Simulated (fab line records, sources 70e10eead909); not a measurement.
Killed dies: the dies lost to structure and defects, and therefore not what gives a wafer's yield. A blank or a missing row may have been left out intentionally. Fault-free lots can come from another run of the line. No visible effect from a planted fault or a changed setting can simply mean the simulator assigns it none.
fab line records	flow nand_harc	part 1 of 2: steps 1 to 25 of 36
record lots=5	wafers=15	last_day=32
route steps=1302 shown A_BLC@1128 A_M0@1137
lots that met no fault: taken from a fault-free run of the same line
start_h: hours from the record's first day to the start of the lot's first wafer shown	wait_h: hours since the lot's step before	" repeats the value in the row above	L1.1+2: a row that stands for several wafers	- no value, or no start given	* or withheld: withheld	< > ~ a bound
route shown NAME@n: names a module that has steps shown in the file, with the first one's number in the route	usual: mean/standard deviation of fault-free wafers	same: alike in all rows	chamber/n: place in a boat	sites: readings site by site	_std_site: the values' standard deviation	_edge_site: outer sites' mean less inner sites'	radius_mm: for every site, how far away it sits from the centre of the wafer	mask NAME#n: copy n	behind: the most recent tool/chamber to have shaped the wafer	hold: what put the lot on hold/how long, in hours/how the hold closed	device: transistor that didn't switch, given as n, p or np	end of line: the tests these same wafers got at the end of their route	where a step has no rows: the recipe by itself	killed: dies lost to structure and defects at the first sort, not the wafer's yield	map: per-die view of a wafer (x killed, . not killed, _ where there is no die)
set.NAME: setting as actually run; set.NAME@STEP: the setting as run at that earlier step	model.NAME: the simulator's own value behind a step, which no gauge read
lots at some steps of the route; a table a step, a row a wafer
services: from which hour (start_h, from the record's first day; less than 0 if before it) a tool's chamber was out of use, for how many hours, and why
## steps
# step NHARC_A_BLC_DEGAS_30
# recipe temp_c=300	time_s=60
# usual heater_power_w=468/42
# same time_s=60
lot.wafer	tool	chamber	start_h	wait_h	heater_power_w
L076.4	pvd_sputter-03	-	553.81	-	506
L076.2	"	-	"	"	461
L076.6	"	-	"	"	498
L081.1	pvd_sputter-01	-	570.76	-	452
L081.4	"	-	"	"	452
L081.5	"	-	"	"	448
L085.2	pvd_sputter-03	-	641.52	-	488
L085.4	"	-	"	"	466
L085.5	"	-	"	"	515
L088.4	pvd_sputter-01	-	660.90	-	428
L088.1	"	-	"	"	532
L088.6	"	-	"	"	548
L095.4	pvd_sputter-01	-	715.34	-	426
L095.6	"	-	"	"	457
L095.5	"	-	"	"	429
# step NHARC_A_BLC_PRE_CLEAN_31
# recipe time_s=15	bias_v=250	gas=Ar
# same time_s=15
lot.wafer	tool	chamber	start_h	wait_h
L076.2+4+6	pvd_sputter-03	-	-	-
L081.4+1+5	pvd_sputter-01	-	-	-
L085.4+2+5	pvd_sputter-03	-	-	-
L088.4+1+6	pvd_sputter-01	-	-	-
L095.4+5+6	pvd_sputter-01	-	-	-
# step NHARC_A_BLC_PVD_32
# recipe target_thk_a=50	chamber_pressure_pa=5	power_w=5000	substrate_temp_c=200	time_s=17.7	material=Ti
# usual throttle_valve_pct=29.8/1.1
# same time_s=17.7
lot.wafer	tool	chamber	start_h	wait_h	throttle_valve_pct
L076.4	pvd_sputter-03	-	-	-	29.5
L076.2	"	-	"	"	30.5
L076.6	"	-	"	"	29.7
L081.1	pvd_sputter-01	-	-	-	30.6
L081.4	"	-	"	"	30.3
L081.5	"	-	"	"	29.2
L085.2	pvd_sputter-03	-	-	-	30.0
L085.4	"	-	"	"	29.7
L085.5	"	-	"	"	28.2
L088.4	pvd_sputter-01	-	-	-	30.9
L088.1	"	-	"	"	27.9
L088.6	"	-	"	"	31.0
L095.4	pvd_sputter-01	-	-	-	29.9
L095.5	"	-	"	"	30.0
L095.6	"	-	"	"	30.2
# step NHARC_A_BLC_ALD_23
# recipe target_thk_a=30	pulse_time_s=1	ald_cycles=150	temp_c=450	material=TiN
# usual heater_power_w=1091/70	precursor_pulse_height_rel=0.999/0.021
lot.wafer	tool	chamber	start_h	wait_h	heater_power_w	precursor_pulse_height_rel
L076.4	ald_metal-03	2	554.06	-	1075	0.991
L076.2	"	1	"	"	1173	1.017
L076.6	"	3	"	"	1110	0.998
L081.1	ald_metal-01	3	571.02	-	1098	1.016
L081.4	"	1	"	"	944	0.992
L081.5	"	3	"	"	1084	1.032
L085.4	ald_metal-02	0	641.79	-	1033	1.018
L085.2	"	1	"	"	1149	0.982
L085.5	"	3	"	"	1111	0.993
L088.1	ald_metal-03	1	661.15	-	1076	0.984
L088.4	"	3	"	"	1127	0.975
L088.6	"	1	"	"	1070	1.027
L095.4	ald_metal-01	0	715.58	-	1070	0.985
L095.6	"	0	"	"	1042	1.001
L095.5	"	1	"	"	1016	0.998
# step NHARC_A_BLC_CVD_24
# recipe target_thk_a=1500	temp_c=300	pressure_torr=40	wf6_flow_sccm=40	h2_flow_sccm=1600	ar_flow_sccm=1560	time_s=434	material=W
# usual heater_power_w=451/37	throttle_valve_pct=7.79/0.24
# same time_s=434
lot.wafer	tool	chamber	start_h	wait_h	heater_power_w	throttle_valve_pct
L076.2	cvd_w-02	0	-	-	523	7.95
L076.4	"	1	"	"	459	7.50
L076.6	"	1	"	"	450	7.71
L081.1	cvd_w-01	1	-	-	418	7.93
L081.4	"	0	"	"	431	7.55
L081.5	"	1	"	"	424	7.65
L085.2	cvd_w-01	0	-	-	438	7.68
L085.4	"	0	"	"	429	8.06
L085.5	"	1	"	"	413	8.09
L088.1	cvd_w-02	1	-	-	454	7.38
L088.4	"	1	"	"	447	7.31
L088.6	"	1	"	"	446	7.52
L095.4	cvd_w-02	1	-	-	458	7.43
L095.6	"	1	"	"	456	7.83
L095.5	"	0	"	"	515	7.75
# step NHARC_A_BLC_CMP_25
# recipe t_overpolish_s=30	target_thk_nm=150
# usual motor_current_A=12.1/1.7	overpolish_run_s=29.999/0.0089	time_to_endpoint_s=29.1/2.8
lot.wafer	tool	chamber	start_h	wait_h	motor_current_A	overpolish_run_s	time_to_endpoint_s
L076.2	cmp-04	2	554.88	0.5	14.8	30.008	25.3
L076.4	"	3	"	"	10.1	29.997	32.9
L076.6	"	3	"	"	10.2	29.990	30.2
L081.4	cmp-01	1	571.79	0.3	11.6	29.987	31.0
L081.1	"	2	"	"	10.5	30.009	34.6
L081.5	"	0	"	"	11.4	29.996	34.4
L085.4	cmp-03	2	642.48	0.3	13.7	29.990	31.1
L085.2	"	1	"	"	11.0	30.013	32.9
L085.5	"	3	"	"	11.0	29.990	31.1
L088.4	cmp-01	2	661.87	0.3	10.5	29.998	28.2
L088.1	"	1	"	"	12.6	29.992	25.2
L088.6	"	2	"	"	10.2	30.023	26.0
L095.4	cmp-03	3	716.31	0.3	11.5	29.997	34.8
L095.5	"	3	"	"	11.1	30.016	33.7
L095.6	"	0	"	"	12.0	29.996	29.0
# step NHARC_A_BLC_SRD_27
lot.wafer	tool	chamber	start_h	wait_h
L076.6+4+2	wet_bench-04	5,7,0	555.20	0.0
L081.4+1+5	wet_bench-07	0,1,4	572.08	0.0
L085.4+5+2	wet_bench-02	7,0,1	642.81	0.0
L088.4+1+6	wet_bench-04	1,3,6	662.20	0.0
L095.6+4+5	wet_bench-07	0,1,2	716.64	0.0
# step NHARC_A_BLC_INSPECT_28
# usual raw_defect_count=538/110
lot.wafer	tool	chamber	start_h	wait_h	raw_defect_count
L076.2	defect_inspect-01	-	555.28	0.1	706
L076.4	"	-	"	"	458
L076.6	"	-	"	"	516
L081.1	defect_inspect-02	-	572.17	0.1	662
L081.4	"	-	"	"	499
L081.5	"	-	"	"	585
L085.2	defect_inspect-01	-	642.88	0.1	419
L085.4	"	-	"	"	455
L085.5	"	-	"	"	593
L088.1	defect_inspect-01	-	662.28	0.1	578
L088.4	"	-	"	"	517
L088.6	"	-	"	"	488
L095.4	defect_inspect-02	-	716.72	0.1	552
L095.5	"	-	"	"	400
L095.6	"	-	"	"	589
# step NHARC_A_M0_DEP_00
# recipe target_thk_a=1500	target_thk_nm=150	temp_c=withheld	pressure_torr=5	flow_sccm=200	rf_w=600	material=SiOC
# usual showerhead_vpp_V=1546/110
lot.wafer	tool	chamber	start_h	wait_h	showerhead_vpp_V
L076.2	pecvd-02	1	555.44	0.2	1666
L076.4	"	2	"	"	1565
L076.6	"	0	"	"	1605
L081.1	pecvd-02	1	572.28	0.1	1672
L081.4	"	0	"	"	1622
L081.5	"	1	"	"	1675
L085.2	pecvd-03	0	643.00	0.1	1380
L085.5	"	0	"	"	1376
L085.4	"	1	"	"	1673
L088.1	pecvd-02	2	662.39	0.1	1565
L088.4	"	1	"	"	1689
L088.6	"	2	"	"	1553
L095.4	pecvd-03	2	716.92	0.2	1446
L095.6	"	0	"	"	1354
L095.5	"	1	"	"	1634
# step NHARC_A_M0_DEHYDRATE_01
# recipe temp_c=150	time_s=120
# usual resist_line_temp_C=23.00/0.091
# same time_s=120
lot.wafer	tool	chamber	start_h	wait_h	resist_line_temp_C
L076.2	litho_track-01	0	555.75	-	22.93
L076.4	"	0	"	"	22.97
L076.6	"	0	"	"	22.99
L081.1	litho_track-01	0	572.64	-	23.00
L081.4	"	0	"	"	22.96
L081.5	"	0	"	"	23.09
L085.2	litho_track-06	0	643.38	-	22.90
L085.4	"	0	"	"	22.95
L085.5	"	0	"	"	23.03
L088.1	litho_track-04	0	662.75	-	22.95
L088.4	"	0	"	"	23.01
L088.6	"	0	"	"	22.91
L095.4	litho_track-01	0	717.21	-	23.19
L095.5	"	0	"	"	23.02
L095.6	"	0	"	"	23.03
# step NHARC_A_M0_HMDS_02
# recipe time_s=30
# usual resist_line_temp_C=22.98/0.1
# same time_s=30
lot.wafer	tool	chamber	start_h	wait_h	resist_line_temp_C
L076.2	litho_track-01	0	-	-	22.87
L076.4	"	0	"	"	22.94
L076.6	"	0	"	"	22.91
L081.1	litho_track-01	0	-	-	22.98
L081.4	"	0	"	"	23.04
L081.5	"	0	"	"	22.87
L085.2	litho_track-06	0	-	-	22.83
L085.4	"	0	"	"	22.92
L085.5	"	0	"	"	22.88
L088.1	litho_track-04	0	-	-	22.99
L088.4	"	0	"	"	23.19
L088.6	"	0	"	"	23.06
L095.4	litho_track-01	0	-	-	23.06
L095.5	"	0	"	"	23.05
L095.6	"	0	"	"	23.20
# step NHARC_A_M0_COAT_33
# recipe temp_c=200	time_s=65
# usual resist_line_temp_C=23.01/0.1
# same time_s=65
lot.wafer	tool	chamber	start_h	wait_h	resist_line_temp_C
L076.2	litho_track-01	0	-	-	22.98
L076.4	"	0	"	"	22.89
L076.6	"	0	"	"	22.93
L081.1	litho_track-01	0	-	-	23.03
L081.4	"	0	"	"	23.07
L081.5	"	0	"	"	23.05
L085.2	litho_track-06	0	-	-	23.15
L085.4	"	0	"	"	23.10
L085.5	"	0	"	"	23.14
L088.1	litho_track-04	0	-	-	22.87
L088.4	"	0	"	"	22.98
L088.6	"	0	"	"	23.06
L095.4	litho_track-01	0	-	-	22.79
L095.5	"	0	"	"	23.01
L095.6	"	0	"	"	23.05
# step NHARC_A_M0_COAT_03
# recipe spin_rpm=1500	resist_thk_nm=90
# usual resist_line_temp_C=23.01/0.12
lot.wafer	tool	chamber	start_h	wait_h	resist_line_temp_C
L076.2	litho_track-01	0	-	-	23.04
L076.4	"	0	"	"	22.87
L076.6	"	0	"	"	23.09
L081.1	litho_track-01	0	-	-	22.93
L081.4	"	0	"	"	22.99
L081.5	"	0	"	"	22.99
L085.2	litho_track-06	0	-	-	23.08
L085.4	"	0	"	"	22.88
L085.5	"	0	"	"	23.09
L088.1	litho_track-04	0	-	-	22.92
L088.4	"	0	"	"	22.88
L088.6	"	0	"	"	22.98
L095.4	litho_track-01	0	-	-	22.85
L095.5	"	0	"	"	23.01
L095.6	"	0	"	"	22.92
# step NHARC_A_M0_SOFTBAKE_04
# recipe temp_c=105	time_s=55
# usual resist_line_temp_C=23.02/0.096
# same time_s=55
lot.wafer	tool	chamber	start_h	wait_h	resist_line_temp_C
L076.2	litho_track-01	0	-	-	23.08
L076.4	"	0	"	"	22.97
L076.6	"	0	"	"	22.99
L081.1	litho_track-01	0	-	-	22.94
L081.4	"	0	"	"	23.15
L081.5	"	0	"	"	23.02
L085.2	litho_track-06	0	-	-	23.11
L085.4	"	0	"	"	23.05
L085.5	"	0	"	"	23.07
L088.1	litho_track-04	0	-	-	23.13
L088.4	"	0	"	"	23.16
L088.6	"	0	"	"	23.21
L095.4	litho_track-01	0	-	-	22.81
L095.5	"	0	"	"	22.96
L095.6	"	0	"	"	22.77
# step NHARC_A_M0_EBR_05
# usual resist_line_temp_C=22.99/0.12
lot.wafer	tool	chamber	start_h	wait_h	resist_line_temp_C
L076.2	litho_track-01	0	-	-	23.12
L076.4	"	0	"	"	23.24
L076.6	"	0	"	"	23.20
L081.1	litho_track-01	0	-	-	23.04
L081.4	"	0	"	"	23.09
L081.5	"	0	"	"	23.05
L085.2	litho_track-06	0	-	-	23.00
L085.4	"	0	"	"	23.01
L085.5	"	0	"	"	23.00
L088.1	litho_track-04	0	-	-	23.11
L088.4	"	0	"	"	23.05
L088.6	"	0	"	"	23.06
L095.4	litho_track-01	0	-	-	23.00
L095.5	"	0	"	"	23.03
L095.6	"	0	"	"	23.00
# step NHARC_A_M0_EXPOSE_06
# recipe na=1.35	target_cd_nm=80	dose_mj=83.25	mask_id=A_M0
lot.wafer	tool	chamber	start_h	wait_h	mask
L076.2+4+6	arfi_scanner-01	0	555.92	-	A_M0#0
L081.1+4+5	arfi_scanner-02	0	572.81	-	A_M0#0
L085.2+4+5	arfi_scanner-02	0	643.68	-	A_M0#0
L088.1+4+6	arfi_scanner-01	0	663.04	-	A_M0#0
L095.4+5+6	arfi_scanner-03	0	717.51	-	A_M0#0
# step NHARC_A_M0_PEB_07
# recipe peb_temp_c=100	peb_time_s=65
# usual resist_line_temp_C=22.99/0.11
lot.wafer	tool	chamber	start_h	wait_h	resist_line_temp_C
L076.2	litho_track-06	0	555.98	0.1	23.06
L076.4	"	0	"	"	23.22
L076.6	"	0	"	"	23.06
L081.1	litho_track-06	0	572.87	0.1	22.90
L081.4	"	0	"	"	22.96
L081.5	"	0	"	"	22.95
L085.2	litho_track-04	0	643.73	0.1	22.86
L085.4	"	0	"	"	23.00
L085.5	"	0	"	"	23.04
L088.1	litho_track-04	0	663.10	0.1	22.93
L088.4	"	0	"	"	22.99
L088.6	"	0	"	"	22.83
L095.4	litho_track-06	0	717.56	0.0	22.91
L095.5	"	0	"	"	22.78
L095.6	"	0	"	"	22.86
# step NHARC_A_M0_DEVELOP_08
# recipe develop_time_s=35	dev_temp_c=23
# usual resist_line_temp_C=23.01/0.1
lot.wafer	tool	chamber	start_h	wait_h	resist_line_temp_C
L076.2	litho_track-06	0	-	-	23.07
L076.4	"	0	"	"	22.82
L076.6	"	0	"	"	22.90
L081.1	litho_track-06	0	-	-	23.03
L081.4	"	0	"	"	23.14
L081.5	"	0	"	"	23.20
L085.2	litho_track-04	0	-	-	22.80
L085.4	"	0	"	"	23.02
L085.5	"	0	"	"	22.80
L088.1	litho_track-04	0	-	-	23.26
L088.4	"	0	"	"	23.11
L088.6	"	0	"	"	22.99
L095.4	litho_track-06	0	-	-	22.86
L095.5	"	0	"	"	22.93
L095.6	"	0	"	"	23.10
# step NHARC_A_M0_CD_MEAS_09
# recipe target_cd_nm=80	landing_energy_ev=500
# usual cd_nm=80.1/0.76
lot.wafer	tool	chamber	start_h	wait_h	cd_nm
L076.2	cd_sem-02	0	556.06	-	80.8
L076.4	"	0	"	"	79.9
L076.6	"	0	"	"	79.8
L081.1	cd_sem-02	0	572.95	-	79.6
L081.4	"	0	"	"	79.7
L081.5	"	0	"	"	81.1
L085.2	cd_sem-03	0	643.81	-	79.7
L085.4	"	0	"	"	79.9
L085.5	"	0	"	"	79.8
L088.1	cd_sem-03	0	663.18	-	79.2
L088.4	"	0	"	"	79.4
L088.6	"	0	"	"	79.4
L095.4	cd_sem-01	0	717.65	-	79.1
L095.5	"	0	"	"	79.6
L095.6	"	0	"	"	79.8
# step NHARC_A_M0_OVL_MEAS_10
# recipe pitch_nm=160
# usual overlay_x_nm=0.2/0.89	overlay_y_nm=0.0/0.87
lot.wafer	tool	chamber	start_h	wait_h	overlay_x_nm	overlay_y_nm
L076.2	overlay-01	-	556.14	-	-0.4	-0.2
L076.4	"	-	"	"	-0.7	0.3
L076.6	"	-	"	"	-0.6	0.1
L081.1	overlay-01	-	573.04	-	0.8	0.8
L081.4	"	-	"	"	0.2	0.9
L081.5	"	-	"	"	0.0	1.0
L085.2	overlay-01	-	643.90	-	0.4	0.3
L085.4	"	-	"	"	0.0	0.7
L085.5	"	-	"	"	-0.2	0.7
L088.1	overlay-01	-	663.27	-	-0.8	0.5
L088.4	"	-	"	"	-0.7	0.5
L088.6	"	-	"	"	-0.8	0.7
L095.4	overlay-02	-	717.73	-	0.9	-1.6
L095.5	"	-	"	"	1.1	-1.4
L095.6	"	-	"	"	0.5	-1.0
# step NHARC_A_M0_INSPECT_11
# usual raw_defect_count=82/39
lot.wafer	tool	chamber	start_h	wait_h	raw_defect_count
L076.2	defect_inspect-01	-	556.18	0.0	101
L076.4	"	-	"	"	87
L076.6	"	-	"	"	102
L081.1	defect_inspect-01	-	573.08	0.0	129
L081.4	"	-	"	"	110
L081.5	"	-	"	"	98
L085.2	defect_inspect-02	-	643.94	0.0	29
L085.4	"	-	"	"	28
L085.5	"	-	"	"	32
L088.1	defect_inspect-02	-	663.31	0.0	79
L088.4	"	-	"	"	81
L088.6	"	-	"	"	79
L095.4	defect_inspect-02	-	717.76	0.0	69
L095.5	"	-	"	"	64
L095.6	"	-	"	"	68
# step NHARC_A_M0_DESCUM_14
# recipe time_s=3	o2_flow_sccm=200	ar_flow_sccm=0	bias_power_w=0	chemistry=O2
# usual drypump_motor_current_A=5.7/0.53	oes_product_au=1.001/0.01	rf_vpp_V=57.8/0.85	showerhead_plenum_p_Torr=1.91/0.082	throttle_valve_pct=11.309/0.009
# same bias_power_w=0	time_s=3
lot.wafer	tool	chamber	start_h	wait_h	drypump_motor_current_A	oes_product_au	rf_hours_counter_h	rf_vpp_V	showerhead_plenum_p_Torr	throttle_valve_pct
L076.4	rie_diel-09	0	556.25	0.1	6.4	0.999	1.8	58.9	1.86	11.313
L076.2	"	2	"	"	5.5	0.986	2.0	57.0	1.79	11.318
L076.6	"	0	"	"	6.5	1.003	-	57.1	1.86	11.314
L081.4	rie_diel-07	1	573.15	0.1	6.7	1.006	3.9	58.1	2.00	11.304
L081.1	"	3	"	"	5.5	0.988	3.9	57.3	1.87	11.323
L081.5	"	0	"	"	5.1	1.001	-	58.7	1.90	11.312
L085.2	rie_diel-07	0	644.01	0.1	5.1	0.997	7.7	58.0	1.90	11.321
L085.4	"	1	"	"	6.7	1.011	7.8	57.7	2.00	11.304
L085.5	"	3	"	"	5.5	0.993	-	58.7	1.86	11.306
L088.4	rie_diel-13	0	663.37	0.1	5.8	1.006	8.6	58.5	1.83	11.316
L088.1	"	3	"	"	4.8	1.009	8.1	57.8	2.00	11.312
L088.6	"	1	"	"	5.3	0.994	-	57.3	2.02	11.301
L095.4	rie_diel-07	0	717.83	0.1	5.1	1.000	3.7	57.8	1.90	11.315
L095.6	"	3	"	"	5.5	1.000	-	58.4	1.86	11.316
L095.5	"	0	"	"	5.1	1.001	-	58.2	1.90	11.296
# step NHARC_A_M0_ETCH_34
# recipe target_depth_a=400	overetch_a=120	time_s=43.94	ion_energy_ev=200	n2_flow_sccm=150	h2_flow_sccm=150	ar_flow_sccm=0	rf_w=400	bias_w=150	chemistry=N2/H2
# usual drypump_motor_current_A=5.7/0.56	oes_product_au=1.000/0.0093	rf_vpp_V=430.5/2.6	showerhead_plenum_p_Torr=2.04/0.088	throttle_valve_pct=14.174/0.0088
# same time_s=43.94
lot.wafer	tool	chamber	start_h	wait_h	drypump_motor_current_A	oes_product_au	rf_hours_counter_h	rf_vpp_V	showerhead_plenum_p_Torr	throttle_valve_pct
L076.4	rie_diel-09	0	556.32	0.1	6.4	0.999	1.8	428.2	1.98	14.184
L076.2	"	2	"	"	5.5	1.002	2.0	425.8	1.91	14.168
L076.6	"	0	"	"	6.4	1.009	-	428.3	1.98	14.174
L081.4	rie_diel-07	1	573.23	0.1	6.7	1.007	3.9	434.5	2.13	14.185
L081.1	"	2	"	"	6.0	0.995	3.9	431.1	2.04	14.164
L081.5	"	1	"	"	6.7	0.997	-	432.5	2.13	14.172
L085.2	rie_diel-07	2	644.09	0.1	5.9	1.004	7.3	430.1	2.04	14.175
L085.4	"	3	"	"	5.5	0.993	7.5	428.7	1.99	14.173
L085.5	"	2	"	"	5.9	0.982	-	429.7	2.04	14.186
L088.4	rie_diel-13	0	663.46	0.1	5.8	1.012	8.6	429.4	1.95	14.153
L088.1	"	1	"	"	5.4	0.995	9.6	433.8	2.15	14.178
L088.6	"	3	"	"	4.8	1.005	-	433.0	2.14	14.176
L095.4	rie_diel-07	2	717.92	0.1	5.9	1.000	3.6	430.5	2.04	14.175
L095.5	"	0	"	"	5.0	1.003	-	430.0	2.03	14.172
L095.6	"	1	"	"	6.7	1.012	-	432.6	2.13	14.179
# step NHARC_A_M0_ETCH_15
# recipe target_depth_a=1500	overetch_a=150	time_s=82.5	c4f8_flow_sccm=withheld	ar_flow_sccm=400	rf_w=600	bias_w=300	chemistry=C4F8/Ar
# usual oes_product_au=0.952/0.021	rf_vpp_V=440.9/2.7
# same time_s=82.5
lot.wafer	tool	chamber	start_h	wait_h	oes_product_au	rf_hours_counter_h	rf_vpp_V
L076.2	rie_diel-09	1	-	-	0.944	1.6	436.8
L076.4	"	2	"	"	0.967	2.0	436.6
L076.6	"	3	"	"	0.941	-	446.2
L081.4	rie_diel-07	2	-	-	0.915	3.9	441.2
L081.1	"	3	"	"	0.907	3.9	439.1
L081.5	"	2	"	"	0.927	-	439.6
L085.2	rie_diel-07	0	-	-	0.931	7.7	440.7
L085.4	"	2	"	"	0.923	7.4	441.1
L085.5	"	1	"	"	0.934	-	444.1
L088.1	rie_diel-13	0	-	-	0.935	8.7	437.6
L088.4	"	2	"	"	0.934	9.2	440.8
L088.6	"	3	"	"	0.920	-	442.6
L095.4	rie_diel-07	0	-	-	0.964	3.7	440.2
L095.6	"	1	"	"	0.986	-	442.4
L095.5	"	2	"	"	0.962	-	441.0
# step NHARC_A_M0_CD_MEAS_16
# usual cd_nm=79.8/0.93
lot.wafer	tool	chamber	start_h	wait_h	cd_nm
L076.2	cd_sem-01	-	556.54	-	80.4
L076.4	"	-	"	"	79.6
L076.6	"	-	"	"	79.0
L081.1	cd_sem-02	-	573.44	-	79.5
L081.4	"	-	"	"	78.2
L081.5	"	-	"	"	80.2
L085.2	cd_sem-02	-	644.30	-	80.4
L085.4	"	-	"	"	78.7
L085.5	"	-	"	"	79.7
L088.1	cd_sem-03	-	663.67	-	78.2
L088.4	"	-	"	"	78.4
L088.6	"	-	"	"	79.7
L095.4	cd_sem-02	-	718.13	-	79.4
L095.5	"	-	"	"	79.2
L095.6	"	-	"	"	80.4
